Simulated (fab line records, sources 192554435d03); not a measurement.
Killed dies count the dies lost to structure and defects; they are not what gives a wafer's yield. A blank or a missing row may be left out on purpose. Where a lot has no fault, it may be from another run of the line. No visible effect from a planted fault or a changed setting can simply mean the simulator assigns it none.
Split-lot study / flow n5-finfet / on a route of 1938 steps: 7 lots, 21 wafers read

## THE SPLIT
At N5_BEOL_M0_SAQP_ETCH_107 (etches SiNx in CH3F/O2, target depth 30 nm), the setting source-w was moved away from the recipe's 395 W on 9 of the 21 wafers read, by -17.9% to +15.2%. This setting was run at the recipe's value on the other wafers.

Reading taken at the split's own step.

## THE READING
rf-vpp-V, in V, at N5_BEOL_M0_SAQP_ETCH_107 (etches SiNx in CH3F/O2, target depth 30 nm). Fault-free wafers of this fab line usually give 298 V, standard deviation 6.6 V.

wafer=L077.2; tool, chamber at the split=rie-diel-03, 2; source-w as run, W=395; against the recipe=recipe; rf-vpp-V, V=285; against lot-mates on the recipe=-
wafer=L077.4; tool, chamber at the split=rie-diel-03, 0; source-w as run, W=395; against the recipe=recipe; rf-vpp-V, V=296; against lot-mates on the recipe=-
wafer=L077.6; tool, chamber at the split=rie-diel-03, 1; source-w as run, W=395; against the recipe=recipe; rf-vpp-V, V=293; against lot-mates on the recipe=-
wafer=L078.3; tool, chamber at the split=rie-diel-01, 3; source-w as run, W=395; against the recipe=recipe; rf-vpp-V, V=292; against lot-mates on the recipe=-
wafer=L078.5; tool, chamber at the split=rie-diel-01, 3; source-w as run, W=324.4; against the recipe=-17.9%; rf-vpp-V, V=320; against lot-mates on the recipe=+28
wafer=L078.6; tool, chamber at the split=rie-diel-01, 2; source-w as run, W=324.4; against the recipe=-17.9%; rf-vpp-V, V=330; against lot-mates on the recipe=+38
wafer=L083.3; tool, chamber at the split=rie-diel-04, 1; source-w as run, W=395; against the recipe=recipe; rf-vpp-V, V=302; against lot-mates on the recipe=-
wafer=L083.4; tool, chamber at the split=rie-diel-04, 2; source-w as run, W=395; against the recipe=recipe; rf-vpp-V, V=306; against lot-mates on the recipe=-
wafer=L083.5; tool, chamber at the split=rie-diel-04, 1; source-w as run, W=421; against the recipe=+6.6%; rf-vpp-V, V=293; against lot-mates on the recipe=-11
wafer=L085.2; tool, chamber at the split=rie-diel-01, 1; source-w as run, W=414.1; against the recipe=+4.8%; rf-vpp-V, V=295; against lot-mates on the recipe=+5
wafer=L085.3; tool, chamber at the split=rie-diel-01, 3; source-w as run, W=395; against the recipe=recipe; rf-vpp-V, V=290; against lot-mates on the recipe=-
wafer=L085.5; tool, chamber at the split=rie-diel-01, 2; source-w as run, W=414.1; against the recipe=+4.8%; rf-vpp-V, V=293; against lot-mates on the recipe=+3
wafer=L086.3; tool, chamber at the split=rie-diel-01, 3; source-w as run, W=395; against the recipe=recipe; rf-vpp-V, V=292; against lot-mates on the recipe=-
wafer=L086.4; tool, chamber at the split=rie-diel-01, 2; source-w as run, W=395; against the recipe=recipe; rf-vpp-V, V=302; against lot-mates on the recipe=-
wafer=L086.6; tool, chamber at the split=rie-diel-01, 2; source-w as run, W=395; against the recipe=recipe; rf-vpp-V, V=301; against lot-mates on the recipe=-
wafer=L089.3; tool, chamber at the split=rie-diel-04, 3; source-w as run, W=330.5; against the recipe=-16.3%; rf-vpp-V, V=333; against lot-mates on the recipe=+26
wafer=L089.5; tool, chamber at the split=rie-diel-04, 3; source-w as run, W=395; against the recipe=recipe; rf-vpp-V, V=307; against lot-mates on the recipe=-
wafer=L089.6; tool, chamber at the split=rie-diel-04, 0; source-w as run, W=330.5; against the recipe=-16.3%; rf-vpp-V, V=335; against lot-mates on the recipe=+28
wafer=L097.1; tool, chamber at the split=rie-diel-01, 0; source-w as run, W=455.2; against the recipe=+15.2%; rf-vpp-V, V=278; against lot-mates on the recipe=-23
wafer=L097.4; tool, chamber at the split=rie-diel-01, 3; source-w as run, W=455.2; against the recipe=+15.2%; rf-vpp-V, V=271; against lot-mates on the recipe=-30
wafer=L097.5; tool, chamber at the split=rie-diel-01, 2; source-w as run, W=395; against the recipe=recipe; rf-vpp-V, V=301; against lot-mates on the recipe=-

FIT RESULTS
A straight line over all 21 wafers: rf-vpp-V changes by -1.68 V for each +1% of source-w; r = -0.92; the points scatter about the line by 6.6 V.
The same after taking each lot's own level away (the mean of its wafers on the recipe; 21 wafers): -1.66 V for each +1%; r = -0.95; scatter 5.1 V.
According to that fit, moving source-w by its largest amount changes the reading by 30 V.
Measured against the standard deviation above, the lots' own levels, which go from 290.0 to 307.0 V, span 2.6 times it.
Consequently the slope shifts little with the lot-to-lot level, the two slopes agreeing.
Check: with one of the wafers moved furthest among these (-17.9%) left out of the fit, the line predicts +31.9 V for it against its lot-mates. Against them it came out at +28 V.
Tool readings at the split's step, against how far the setting was moved: rf-vpp-V r = -0.92.

## THESE WAFERS: OTHER SPLITS
Note: prior to the reading, these wafers also went through further splits. Each is held against what the fit with the lots' levels taken away leaves over:
other split on the same wafers=N5_HKMG_FIN_PEB_10 peb-time-s; wafers away from the commonest value=5; r with rf-vpp-V (lot level and that fit taken away)=+0.37
other split on the same wafers=N5_GATE_CUT_DESCUM_18 time-s; wafers away from the commonest value=8; r with rf-vpp-V (lot level and that fit taken away)=-0.30
other split on the same wafers=N5_MOL_CONTACT_COAG_EXPOSE_81 dose-mj; wafers away from the commonest value=8; r with rf-vpp-V (lot level and that fit taken away)=+0.34
other split on the same wafers=N5_BEOL_M0_SAQP_PECVD_04 time-s; wafers away from the commonest value=5; r with rf-vpp-V (lot level and that fit taken away)=+0.03
other split on the same wafers=N5_BEOL_M0_SAQP_EXPOSE_11 dose-mj; wafers away from the commonest value=10; r with rf-vpp-V (lot level and that fit taken away)=+0.20
other split on the same wafers=N5_BEOL_M0_SAQP_SPACER1_ALD_98 temp-c; wafers away from the commonest value=7; r with rf-vpp-V (lot level and that fit taken away)=+0.18

## THE WHOLE CHAIN: every reading that the file lists as answering this split, in the file's order
step=N5_BEOL_M0_SAQP_ETCH_107; what it does=etches SiNx in CH3F/O2, target depth 30 nm; reading=rf-vpp-V; change (the file's fit)=-1.69 V for each +1% of the setting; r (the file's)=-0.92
step=N5_BEOL_M0_SAQP_ETCH_107; what it does=etches SiNx in CH3F/O2, target depth 30 nm; reading=BEOL_M0_SAQP.feature-depth-nm (the simulator's own value, which no gauge read); change (the file's fit)=+0.134 nm for each +1% of the setting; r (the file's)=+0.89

## THE FILE'S OWN FIT
rf-vpp-V changes by -1.69 V for each +1% of source-w, r = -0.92.
